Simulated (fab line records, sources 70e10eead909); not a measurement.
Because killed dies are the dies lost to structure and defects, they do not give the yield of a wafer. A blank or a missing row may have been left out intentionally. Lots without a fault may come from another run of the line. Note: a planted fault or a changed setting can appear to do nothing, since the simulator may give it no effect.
A struck lot beside a sound one :: flow nand_harc :: 13 steps out of a route of 1302
Sound: the wafers L926.1, L926.4, L926.6. Wafers struck: L936.4, L936.5, L936.6. The cause is named last.
For every step that has rows: the tool of each side, followed by ch and its chambers, followed by its first start. Under that, the readings that differ: sound wafers :: struck wafers :: difference of the means :: sigmas: that difference in standard deviations of wafers without a fault.
alike: readings whose means differ by less than 2 such deviations, and words and numbers that are the same on both sides. not compared: withheld readings, readings that some wafer has no value for, bounds like >300 that may hide the same value, and numbers for which the record gives no deviation and whose values overlap.
Wherever a step has rows on one side only, a row that says differs or no value, or a row with sigmas, the two part there. When numbers do not overlap yet have no deviation, they are printed without sigmas and do not part them. Lack of a reading on every wafer of one side parts them only where that side has two or more wafers.

first, 4 steps without rows for these wafers: NHARC_A_STAIRCASE_EXPOSE_438 (exposes mask STAIR REV); NHARC_A_STAIRCASE_PEB_439 (peb time 130 s); NHARC_A_STAIRCASE_DEVELOP_440 (time 140 s); NHARC_A_STAIRCASE_HARDBAKE_442 (time 140 s).
NHARC_A_STAIRCASE_DESCUM_443: chemistry O2, time 3 s.
  sound on rie_diel-02 ch 1,2,3, day 21 04:32; struck on rie_diel-02 ch 0,1,2, day 26 23:07
  alike: drypump_motor_current_A, oes_product_au, rf_vpp_V, showerhead_plenum_p_Torr, throttle_valve_pct
  not compared: rf_hours_counter_h
NHARC_A_STAIRCASE_ETCH_444: etches the open film in C4F8/O2, target depth 20400 nm, time 6800 s.
  sound on rie_diel-02 ch 0,1, day 21 04:37; struck on rie_diel-02 ch 0,1,3, day 27 00:37
  alike: bias_w, oes_product_au, rf_vpp_V
  not compared: rf_hours_counter_h
NHARC_A_STAIRCASE_STRIP_446: strips in O2.
  sound on plasma_asher-01 ch 0, day 21 09:04; struck on plasma_asher-02 ch 0,1, day 27 03:41
reading: rf_refl_power_W (W)
sound: - - -
struck: 13 18 13
difference: no value on the sound wafers
sigmas: 
  alike: drypump_motor_current_A, heater_power_w
  not compared: rf_hours_counter_h
then, 3 steps without rows for these wafers: NHARC_A_STAIRCASE_STRIP_447 (strips in SPM, time 900 s); NHARC_A_STAIRCASE_PRECLEAN_448 (cleans in SC1); NHARC_A_STAIRCASE_SRD_449.
NHARC_A_STAIRCASE_CMP_450: polishes SiO2, target thk 200 nm.
  sound on cmp-04 ch 0,2, day 21 09:49; struck on cmp-01 ch 0,1, day 27 04:23
  no value came back on the struck wafers for edge_zone_pressure_frac, motor_current_A (A); on the sound wafers edge_zone_pressure_frac reads 0.996 0.997 1.001
  not compared: pad_life_wafers
NHARC_A_STAIRCASE_CMP_152: polishes.
  sound on cmp-04 ch 0,2, day 21 09:53; struck on cmp-01 ch 0,1, day 27 04:28
  alike: edge_zone_pressure_frac, motor_current_A
  not compared: pad_life_wafers
-- record jumps: 6 days between struck wafers' starts before vs after; left off in module A_STAIRCASE, resumes in module END, first step shown is number 1302 of the route --
NHARC_END_SORT_01:
  the record has rows for the struck wafers here (prober-01 ch 0, day 32 19:53) and none for the sound ones

== WHERE THEY PART ==
First at NHARC_A_STAIRCASE_STRIP_446; last, within this record, at NHARC_END_SORT_01.

WHY: whatever the simulator had introduced
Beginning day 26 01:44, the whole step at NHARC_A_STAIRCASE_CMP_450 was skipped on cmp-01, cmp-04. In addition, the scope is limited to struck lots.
